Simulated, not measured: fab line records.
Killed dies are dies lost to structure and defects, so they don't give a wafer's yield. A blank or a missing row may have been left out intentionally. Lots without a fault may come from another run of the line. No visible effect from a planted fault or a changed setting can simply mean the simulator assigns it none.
Chamber matching || flow nand harc || NHARC_P_CONTACT_DEP_30 on pecvd-03: 3 sister chambers
The step deposits SiNx, target thk 30 nm. 3 wafers are shown with their chamber, then 10 later ones without.

WAFERS, EACH WITH ITS CHAMBER
{"wafer": "L085.4", "chamber": 2, "heater power outer w (W)": 469}
{"wafer": "L086.1", "chamber": 0, "heater power outer w (W)": 512}
{"wafer": "L086.2", "chamber": 1, "heater power outer w (W)": 368}

WAFERS WITH NO CHAMBER GIVEN
{"wafer": "L086.3", "heater power outer w (W)": 437}
{"wafer": "L087.4", "heater power outer w (W)": 440}
{"wafer": "L087.5", "heater power outer w (W)": 392}
{"wafer": "L087.6", "heater power outer w (W)": 366}
{"wafer": "L093.1", "heater power outer w (W)": 430}
{"wafer": "L093.5", "heater power outer w (W)": 500}
{"wafer": "L093.6", "heater power outer w (W)": 452}
{"wafer": "L094.1", "heater power outer w (W)": 445}
{"wafer": "L094.4", "heater power outer w (W)": 476}
{"wafer": "L094.6", "heater power outer w (W)": 466}

WHICH CHAMBER EACH ONE RAN IN
{"wafer": "L086.3", "from the rows above": "can't be placed: 2 or 1 or 0", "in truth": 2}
{"wafer": "L087.4", "from the rows above": "can't be placed: 2 or 0 or 1", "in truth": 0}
{"wafer": "L087.5", "from the rows above": 1, "in truth": 1}
{"wafer": "L087.6", "from the rows above": 1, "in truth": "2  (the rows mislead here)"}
{"wafer": "L093.1", "from the rows above": "can't be placed: 2 or 1 or 0", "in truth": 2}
{"wafer": "L093.5", "from the rows above": "can't be placed: 0 or 2", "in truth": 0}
{"wafer": "L093.6", "from the rows above": "can't be placed: 2 or 0", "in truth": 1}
{"wafer": "L094.1", "from the rows above": "can't be placed: 2 or 0", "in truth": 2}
{"wafer": "L094.4", "from the rows above": "can't be placed: 2 or 0", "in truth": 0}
{"wafer": "L094.6", "from the rows above": "can't be placed: 2 or 0", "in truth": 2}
Correct placement for 1 of the 10. Not placeable from these rows: 8 (in 7, the candidates include the true chamber). Number placed wrongly: 1.
How it was worked out, from the rows above alone: a wafer's distance from a chamber is the root of the sum, over the readings, of the square of ((its reading less the chamber's mean) divided by the reading's scatter). The wafer belongs to the nearest chamber; if the next one is less than 2 further off, it can't be placed. The mean given for a chamber averages the wafers shown for that chamber. The scatter: with one shown wafer a chamber, the root of the mean of the squares of how far each hidden wafer lies from its nearest shown one.
